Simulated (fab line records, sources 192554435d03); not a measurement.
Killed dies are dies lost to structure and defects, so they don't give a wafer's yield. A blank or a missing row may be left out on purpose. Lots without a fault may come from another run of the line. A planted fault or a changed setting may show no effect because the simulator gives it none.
Chamber matching | flow n5_finfet | N5_MOL_CONTACT_COAG_VIA_ETCH_117 on rie_diel-06: 4 sister chambers
The step etches SiO2 in C4F6/O2, target depth 40 nm, overetch 8 nm, time 26 s. 4 wafers are shown with their chamber, then 8 later ones without.

WAFERS WITH THEIR CHAMBER
wafer  | chamber | drypump_motor_current_A (A)
L085.6 | 2       | 6.9
L090.1 | 1       | 5.8
L090.5 | 3       | 5.4
L093.1 | 0       | 5.8

WAFERS WITHOUT THEIR CHAMBER
wafer  | drypump_motor_current_A (A)
L093.4 | 5.8
L093.6 | 5.8
L094.1 | 5.4
L094.5 | 5.7
L094.6 | 5.4
L095.3 | 5.7
L095.5 | 5.4
L095.6 | 6.9

WHICH CHAMBER EACH WENT THROUGH
wafer  | from the rows above     | in truth
L093.4 | can't be placed: 0 or 1 | 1
L093.6 | can't be placed: 0 or 1 | 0
L094.1 | 3                       | 3
L094.5 | can't be placed: 0 or 1 | 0
L094.6 | 3                       | 3
L095.3 | can't be placed: 0 or 1 | 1
L095.5 | 3                       | 3
L095.6 | 2                       | 2
Placed correctly: 4 of 8. Can't be placed from these rows: 4 (the true chamber is among the candidates in 4). Placed wrongly: 0.
How it was worked out, from the rows above alone: a wafer's distance from a chamber is the root of the sum, over the readings, of the square of ((its reading less the chamber's mean) divided by the reading's scatter). The wafer belongs to the nearest chamber; if the next one is less than 2 further off, it can't be placed. A chamber's mean is the mean of its shown wafers. The scatter: with one shown wafer a chamber, the root of the mean of the squares of how far each hidden wafer lies from its nearest shown one.
